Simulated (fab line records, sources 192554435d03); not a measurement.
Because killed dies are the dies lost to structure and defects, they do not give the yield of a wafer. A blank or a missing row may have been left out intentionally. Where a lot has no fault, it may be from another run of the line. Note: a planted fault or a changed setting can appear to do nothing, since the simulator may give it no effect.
Comparing a struck lot with a sound one    flow n5-finfet    14 steps out of a route of 1938
Sound: wafers L859.2, L859.3, L859.4. Wafers L869.1, L869.2 were the ones struck. The cause comes at the end.
Per side, at each step with rows, come the tool, then ch with its chambers, and then its first start. Under that, the readings that differ: sound wafers    struck wafers    difference of the means    sigmas: that difference in standard deviations of wafers without a fault.
alike: words and numbers the same on both sides, and readings whose means are apart by under 2 such deviations; not compared: readings that were withheld, readings missing a value for some wafer, numbers with overlapping values and no deviation given by the record, and bounds like >300 which may hide the same value.
The two part at a step that has a row with sigmas, a row that says differs or no value, or rows on one side only. Numbers that have no deviation but don't overlap get no sigmas and don't part them. A reading that every wafer of one side lacks parts them only if that side has two wafers or more.

first, 7 steps without rows for these wafers: N5_BEOL_M8_COAT_60 (time 60 s, resist thk 35 nm); N5_BEOL_M8_COAT_05 (resist thk 90 nm); N5_BEOL_M8_EBR_07; N5_BEOL_M8_SOFTBAKE_06 (time 60 s); N5_BEOL_M8_EXPOSE_08 (exposes mask M8); N5_BEOL_M8_PEB_09 (peb time 60 s); N5_BEOL_M8_DEVELOP_10 (develop time 30 s).
N5_BEOL_M8_CD_MEAS_11: target cd 38.5 nm.
  sound on cd-sem-02 ch 0, day 10 21:22; struck on cd-sem-03 ch 0, day 13 23:59
  alike: cd-nm
N5_BEOL_M8_OVL_MEAS_12:
  sound on overlay-01 ch 0, day 10 21:24; struck on overlay-02 ch 0, day 14 00:01
  alike: M8_OVL
N5_BEOL_M8_INSPECT_13: inspects for defects (brightfield).
  sound on defect-inspect-02 at day 10 21:25; struck on defect-inspect-01 at day 14 00:03
reading           sound        struck   difference  sigmas
raw-defect-count  497 508 400  696 691  +225        +2
N5_BEOL_M8_DESCUM_16: chemistry O2, time 7.9 s.
  sound on rie-diel-04 ch 0,1,3, day 10 21:43; struck on rie-diel-06 ch 2,3, day 14 00:37
  alike: drypump-motor-current-A, oes-product-au, rf-vpp-V, showerhead-plenum-p-Torr, temp-c, throttle-valve-pct
  not compared: rf-hours-counter-h
N5_BEOL_M8_ETCH_61: etches SiARC in CF4, target depth 45.5 nm, time 75.8 s.
  sound on rie-diel-04 ch 0,1,3, day 10 21:44; struck on rie-diel-06 ch 2,3, day 14 00:40
  alike: drypump-motor-current-A, etch-rf-on-time-s, mfc-ar-sccm, oes-product-au, rf-vpp-V, showerhead-plenum-p-Torr, throttle-valve-pct
  not compared: rf-hours-counter-h
N5_BEOL_M8_ETCH_62: etches SOC in N2/H2, target depth 110 nm, overetch 22 nm, time 165 s.
  sound on rie-diel-04 ch 0,1,3, day 10 21:48; struck on rie-diel-06 ch 2,3, day 14 00:43
  alike: drypump-motor-current-A, oes-product-au, rf-vpp-V, showerhead-plenum-p-Torr, temp-c, throttle-valve-pct
  not compared: rf-hours-counter-h, model.SiARC_of_BEOL_M8_COAT_60.thk-nm
then, 1 step without rows for these wafers: N5_BEOL_M8_STRIP_68 (strips in N2/H2).

== WHERE THEY PART ==
Only at N5_BEOL_M8_INSPECT_13, within this record. Later steps at which nothing parts them and some readings are alike: N5_BEOL_M8_DESCUM_16, N5_BEOL_M8_ETCH_61, N5_BEOL_M8_ETCH_62.

WHY: the cause the simulator had injected
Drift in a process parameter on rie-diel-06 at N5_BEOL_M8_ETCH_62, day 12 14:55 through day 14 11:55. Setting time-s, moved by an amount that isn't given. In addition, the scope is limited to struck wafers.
